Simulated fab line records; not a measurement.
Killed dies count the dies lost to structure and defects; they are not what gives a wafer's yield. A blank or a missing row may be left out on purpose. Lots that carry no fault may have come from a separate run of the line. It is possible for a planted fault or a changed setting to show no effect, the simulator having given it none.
Which of the tools did it? | flow n5 finfet | 27 wafers from 9 lots sampled at 8 of the route's 1938 steps

== WHAT THE GAUGES SHOWED, per wafer ==
N5_STI_FIN_REVEAL_INSPECT_13: inspects for defects (darkfield). Usual: raw defect count at 13, with a standard deviation of 5.4.
lot  | measured    | on                | raw defect count | flag
L509 | day 2 13:01 | defect inspect-02 | 18 15 17         |
L510 | day 2 19:01 | defect inspect-01 | 18 15 10         |
L515 | day 4 01:00 | defect inspect-02 | 13 7 25          |
L522 | day 6 01:07 | defect inspect-02 | 12 26 10         |
L523 | day 6 03:41 | defect inspect-02 | 12 17 21         |
L525 | day 6 14:59 | defect inspect-02 | 13 18 7          |
L527 | day 7 02:37 | defect inspect-01 | 22 27 16         |
L528 | day 7 08:44 | defect inspect-01 | 18 11 10         |
L532 | day 8 10:17 | defect inspect-02 | 10 7 11          |

N5_DUMMY_GATE_THK_MEAS_05. Usual: thk nm at 71.6 nm, with a standard deviation of 1.4.
lot  | measured    | on            | thk nm (nm)    | flag
L509 | day 2 17:30 | film metro-02 | 70.2 72.8 70.0 |
L510 | day 3 01:02 | film metro-02 | 71.4 69.3 71.6 |
L515 | day 4 06:05 | film metro-02 | 72.7 72.8 72.0 |
L522 | day 6 06:02 | film metro-01 | 52.5 52.9 53.3 | OFF
L523 | day 6 09:41 | film metro-01 | 51.8 50.8 53.0 | OFF
L525 | day 6 21:13 | film metro-01 | 72.5 72.4 69.8 |
L527 | day 7 06:47 | film metro-02 | 72.4 73.8 72.1 |
L528 | day 7 13:05 | film metro-01 | 73.2 71.3 73.4 |
L532 | day 8 14:57 | film metro-01 | 72.5 71.7 72.0 |

N5_DUMMY_GATE_INSPECT_17: inspects for defects (brightfield). Usual: raw defect count at 202, with a standard deviation of 51.
lot  | measured    | on                | raw defect count | flag
L509 | day 2 22:02 | defect inspect-02 | 292 226 271      |
L510 | day 3 05:25 | defect inspect-01 | 177 119 179      |
L515 | day 4 10:37 | defect inspect-02 | 363 254 301      |
L522 | day 6 11:14 | defect inspect-01 | 218 167 241      |
L523 | day 6 14:04 | defect inspect-01 | 185 203 189      |
L525 | day 7 01:36 | defect inspect-01 | 162 194 228      |
L527 | day 7 11:11 | defect inspect-01 | 246 224 257      |
L528 | day 7 17:36 | defect inspect-02 | 163 126 179      |
L532 | day 8 19:28 | defect inspect-01 | 260 187 242      |

N5_DUMMY_GATE_CD_MEAS_50: target cd 14 nm. Usual: cd nm at 14.3 nm, with a standard deviation of 0.5.
lot  | measured    | on        | cd nm (nm)     | flag
L509 | day 2 22:26 | cd sem-01 | 14.5 14.3 14.6 |
L510 | day 3 06:59 | cd sem-03 | 14.8 14.9 14.7 |
L515 | day 4 11:13 | cd sem-01 | 14.2 13.6 14.5 |
L522 | day 6 11:58 | cd sem-03 | 14.4 14.5 14.6 |
L523 | day 6 14:43 | cd sem-03 | 14.5 14.0 14.7 |
L525 | day 7 02:01 | cd sem-02 | 14.1 14.6 14.3 |
L527 | day 7 11:36 | cd sem-03 | 14.2 13.4 14.6 |
L528 | day 7 18:04 | cd sem-01 | 14.2 14.2 13.4 |
L532 | day 8 19:53 | cd sem-03 | 14.4 14.5 14.4 |

N5_SDB_THK_MEAS_31. Usual: SDB_THK typically reads 63.9 nm, with standard deviation 1.4.
lot  | measured    | on            | SDB_THK (nm)   | flag
L509 | day 3 20:52 | film metro-02 | 62.4 65.1 62.2 |
L510 | day 4 06:20 | film metro-01 | 63.6 61.5 63.8 |
L515 | day 5 12:16 | film metro-01 | 64.9 65.0 64.3 |
L522 | day 7 11:21 | film metro-02 | 44.7 45.1 45.5 | OFF
L523 | day 7 15:55 | film metro-02 | 44.1 43.0 45.3 | OFF
L525 | day 8 00:35 | film metro-01 | 64.8 64.6 62.1 |
L527 | day 8 10:46 | film metro-02 | 64.6 66.0 64.2 |
L528 | day 8 17:32 | film metro-02 | 65.4 63.5 65.6 |
L532 | day 9 19:17 | film metro-02 | 64.7 64.0 64.2 |

N5_BEOL_M4_RC_MEAS_101. Usual: DIBL_N 35.4 mV/V, standard deviation 2.1; DIBL_P 34.8 mV/V, standard deviation 2.6; IOFF_N 0.15 nA/um, standard deviation 0.037; IOFF_P 0.19 nA/um, standard deviation 0.037; ION_N 677 uA/um, standard deviation 16; ION_P 462 uA/um, standard deviation 9.3; SS_N 71.4 mV/dec, standard deviation 0.75; SS_P 72.9 mV/dec, standard deviation 0.77; VT_N 250 mV, standard deviation 3.7; VT_P -251 mV, standard deviation 3.5.
lot  | measured     | on        | DIBL_N (mV/V)  | DIBL_P (mV/V)  | IOFF_N (nA/um) | IOFF_P (nA/um) | ION_N (uA/um) | ION_P (uA/um) | SS_N (mV/dec)  | SS_P (mV/dec)  | VT_N (mV)   | VT_P (mV)      | flag
L509 | day 8 15:29  | prober-01 | 35.6 39.3 37.9 | 34.3 38.9 37.1 | 0.13 0.22 0.19 | 0.14 0.20 0.18 | 654 684 686   | 441 455 455   | 71.5 73.0 72.5 | 72.4 73.8 73.3 | 255 247 249 | -257 -256 -254 |
L510 | day 8 15:54  | prober-02 | 34.8 35.0 33.1 | 32.0 32.7 30.1 | 0.13 0.14 0.11 | 0.19 0.20 0.17 | 679 682 672   | 472 478 470   | 70.9 71.0 70.0 | 72.6 72.5 72.6 | 250 249 253 | -248 -250 -251 |
L515 | day 9 10:58  | prober-01 | 34.8 37.2 34.0 | 33.8 36.0 32.3 | 0.13 0.16 0.12 | 0.16 0.18 0.13 | 664 678 660   | 456 457 448   | 71.1 71.7 70.9 | 73.1 73.2 71.5 | 251 248 255 | -257 -253 -257 |
L522 | day 11 12:50 | prober-01 | 35.2 35.3 33.4 | 34.9 34.9 32.1 | 0.15 0.14 0.12 | 0.21 0.21 0.17 | 683 679 674   | 467 469 462   | 71.2 71.3 71.4 | 73.5 73.1 72.2 | 248 249 254 | -248 -249 -250 |
L523 | day 11 15:32 | prober-01 | 33.4 32.9 36.4 | 32.6 31.6 34.9 | 0.11 0.10 0.15 | 0.17 0.15 0.20 | 661 643 652   | 455 453 452   | 71.3 70.7 72.4 | 72.1 72.0 72.8 | 254 260 253 | -250 -253 -249 |
L525 | day 12 14:50 | prober-01 | 37.6 35.6 38.4 | 37.1 36.4 37.6 | 0.17 0.13 0.22 | 0.22 0.20 0.24 | 678 662 669   | 467 464 460   | 71.9 71.2 72.4 | 73.8 72.4 73.7 | 248 254 249 | -246 -250 -248 |
L527 | day 12 19:44 | prober-01 | 33.2 36.7 34.9 | 32.4 37.0 35.9 | 0.11 0.16 0.14 | 0.15 0.20 0.20 | 670 692 669   | 451 469 463   | 70.2 71.6 70.1 | 72.3 73.0 73.3 | 255 251 251 | -254 -251 -251 |
L528 | day 12 22:39 | prober-01 | 36.2 37.5 37.8 | 36.9 38.8 38.8 | 0.18 0.21 0.20 | 0.22 0.25 0.24 | 694 697 696   | 472 472 471   | 72.3 72.2 72.2 | 72.9 73.3 73.0 | 247 246 245 | -249 -249 -245 |
L532 | day 14 14:02 | prober-02 | 38.0 36.1 36.0 | 40.0 37.1 36.9 | 0.22 0.18 0.17 | 0.26 0.23 0.21 | 710 701 689   | 477 476 467   | 72.6 71.7 71.4 | 73.7 73.3 73.6 | 242 247 246 | -247 -250 -250 |

== EACH LOT AND THE TOOL THAT RAN IT (in order: tool; ch and the chambers of the sampled wafers; start) ==
lot  | N5_DUMMY_GATE_CVD_03                      | N5_DUMMY_GATE_ETCH_44
L509 | lpcvd-01 ch 1/100,1/109,1/90, day 2 13:31 | rie si-04 ch 1,2,3, day 2 22:49
L510 | lpcvd-02 ch 1/75,1/79,1/89, day 2 19:13   | rie si-04 ch 1,2, day 3 07:26
L515 | lpcvd-02 ch 1/65,1/70,1/89, day 4 02:07   | rie si-06 ch 2,3, day 4 11:37
L522 | lpcvd-01 ch 1/70,1/79,1/89, day 6 02:04   | rie si-04 ch 1,2,3, day 6 12:23
L523 | lpcvd-01 ch 1/100,1/109,1/95, day 6 05:43 | rie si-06 ch 1,2, day 6 15:19
L525 | lpcvd-01 ch 0/65,0/84,0/89, day 6 15:11   | rie si-04 ch 2,3, day 7 02:24
L527 | lpcvd-01 ch 0/70,0/84,0/89, day 7 02:49   | rie si-06 ch 1,2, day 7 11:59
L528 | lpcvd-01 ch 0/25,0/29,0/34, day 7 09:07   | rie si-01 ch 1,2, day 7 18:26
L532 | lpcvd-01 ch 0/15,0/29,0/34, day 8 10:59   | rie si-06 ch 1,2,3, day 8 20:16
- N5_DUMMY_GATE_CVD_03: deposits a-Si from SiH4, target thk 150 nm, time 8042 s.
- N5_DUMMY_GATE_ETCH_44: etches poly-Si in HBr/O2, stops on SiO2, target depth 127.5 nm.

== WHAT THE TOOLS THEMSELVES READ (means of the sampled wafers that have a number; where no wafer has one, the mark that the record gives instead) ==
N5_DUMMY_GATE_CVD_03. Usual: zone power bottom pct at 10.2 %, with a standard deviation of 0.64.
lot  | tool     | zone power bottom pct (%) | flag
L509 | lpcvd-01 | 10.6                      |
L510 | lpcvd-02 | 9.9                       |
L515 | lpcvd-02 | 9.9                       |
L522 | lpcvd-01 | 10.6                      |
L523 | lpcvd-01 | 10.7                      |
L525 | lpcvd-01 | 10.7                      |
L527 | lpcvd-01 | 10.8                      |
L528 | lpcvd-01 | 10.7                      |
L532 | lpcvd-01 | 10.7                      |

N5_DUMMY_GATE_ETCH_44. Usual: drypump motor current A 5.8 A, standard deviation 0.44; he backside leak sccm 2.69 sccm, standard deviation 0.3; oes product au 0.727 a.u., standard deviation 0.011; throttle valve pct 18.49 %, standard deviation 0.21.
lot  | tool      | drypump motor current A (A) | he backside leak sccm (sccm) | oes product au (a.u.) | throttle valve pct (%) | flag
L509 | rie si-04 | 5.6                         | 3.04                         | 0.734                 | 18.54                  |
L510 | rie si-04 | 5.2                         | 2.88                         | 0.727                 | 18.50                  |
L515 | rie si-06 | 6.1                         | 2.28                         | 0.726                 | 18.30                  |
L522 | rie si-04 | 5.6                         | 3.00                         | 0.643                 | 18.54                  | OFF
L523 | rie si-06 | 5.6                         | 2.57                         | 0.630                 | 18.28                  | OFF
L525 | rie si-04 | 5.4                         | 2.92                         | 0.738                 | 18.52                  |
L527 | rie si-06 | 5.7                         | 2.43                         | 0.732                 | 18.27                  |
L528 | rie si-01 | 5.4                         | 2.71                         | 0.741                 | 18.58                  |
L532 | rie si-06 | 6.0                         | 2.44                         | 0.729                 | 18.31                  |

== THE ANSWER, worked out from the rows above alone ==
Rule: a lot is off if the mean of its wafers that have a number lies more than 3 standard deviations from the usual mean. Also off: a lot with no number at a reading for which 4 or more lots have one. Any other lot the step has rows for is counted as sound. The gauges are gone through in route order, then the tools' own readings, and for those a lot's mean is taken as printed above. At the first step where some lot is off, the reading lying furthest off is the one used; lots without a number count as furthest.
Off at N5_DUMMY_GATE_THK_MEAS_05 (thk nm): L522, L523.
A tool fits if, at a process step before that reading, it ran every lot that is off, and no sound lot after the first of them. The gauges at N5_DUMMY_GATE_THK_MEAS_05 aren't tried: what is off there is off at N5_SDB_THK_MEAS_31 too, on other tools, and a gauge's error can't cause that. None of those tried fits.

== WHAT THE SIMULATOR HAD INSERTED ==
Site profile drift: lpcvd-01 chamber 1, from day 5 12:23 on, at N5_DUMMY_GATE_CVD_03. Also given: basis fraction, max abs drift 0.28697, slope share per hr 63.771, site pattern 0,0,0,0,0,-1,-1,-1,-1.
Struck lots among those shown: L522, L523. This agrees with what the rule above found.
